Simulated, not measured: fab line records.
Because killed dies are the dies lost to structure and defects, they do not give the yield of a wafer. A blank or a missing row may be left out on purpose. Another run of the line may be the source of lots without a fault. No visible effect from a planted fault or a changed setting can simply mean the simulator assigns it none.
Chamber matching + flow n5-finfet + 4 sister chambers for N5_BEOL_M4_VIA_ETCH_34 on rie-diel-06
The step etches the open film in C4F6/O2, target depth 69.4 nm, time 65.9 s. 8 wafers are shown with their chamber, then 8 later ones without.

== WAFERS PAIRED WITH THEIR CHAMBERS ==
| wafer  | chamber | drypump-motor-current-A (A) | rf-vpp-V (V) |
|--------|---------|-----------------------------|--------------|
| L076.5 | 0       | 4.9                         | 675          |
| L086.1 | 2       | 6.6                         | 677          |
| L086.3 | 3       | 5.8                         | 665          |
| L086.4 | 0       | 4.9                         | 677          |
| L085.2 | 2       | 6.6                         | 675          |
| L085.3 | 3       | 5.8                         | 664          |
| L085.4 | 1       | 5.1                         | 660          |
| L090.1 | 1       | 5.2                         | 660          |

== WAFERS WITHOUT THEIR CHAMBER ==
| wafer  | drypump-motor-current-A (A) | rf-vpp-V (V) |
|--------|-----------------------------|--------------|
| L090.5 | 6.6                         | 675          |
| L090.6 | 5.8                         | 662          |
| L092.1 | 6.6                         | 675          |
| L092.2 | 5.2                         | 661          |
| L092.4 | 4.9                         | 675          |
| L091.1 | 5.8                         | 664          |
| L091.3 | 5.1                         | 663          |
| L091.6 | 6.6                         | 674          |

== EACH ONE'S CHAMBER ==
| wafer  | from the rows above | in truth |
|--------|---------------------|----------|
| L090.5 | 2                   | 2        |
| L090.6 | 3                   | 3        |
| L092.1 | 2                   | 2        |
| L092.2 | 1                   | 1        |
| L092.4 | 0                   | 0        |
| L091.1 | 3                   | 3        |
| L091.3 | 1                   | 1        |
| L091.6 | 2                   | 2        |
8 of 8 placed correctly. Number that these rows cannot place: 0. Number placed wrongly: 0.
How it was worked out, from the rows above alone: a wafer's distance from a chamber is the root of the sum, over the readings, of the square of ((its reading less the chamber's mean) divided by the reading's scatter). The wafer belongs to the nearest chamber; if the next one is less than 2 further off, it can't be placed. For every chamber, the mean is computed from those of its wafers that are shown. How the scatter is found: for the shown wafers, subtract from each reading the mean of its chamber, square and add these, divide the total by (wafers less chambers), then take the root.
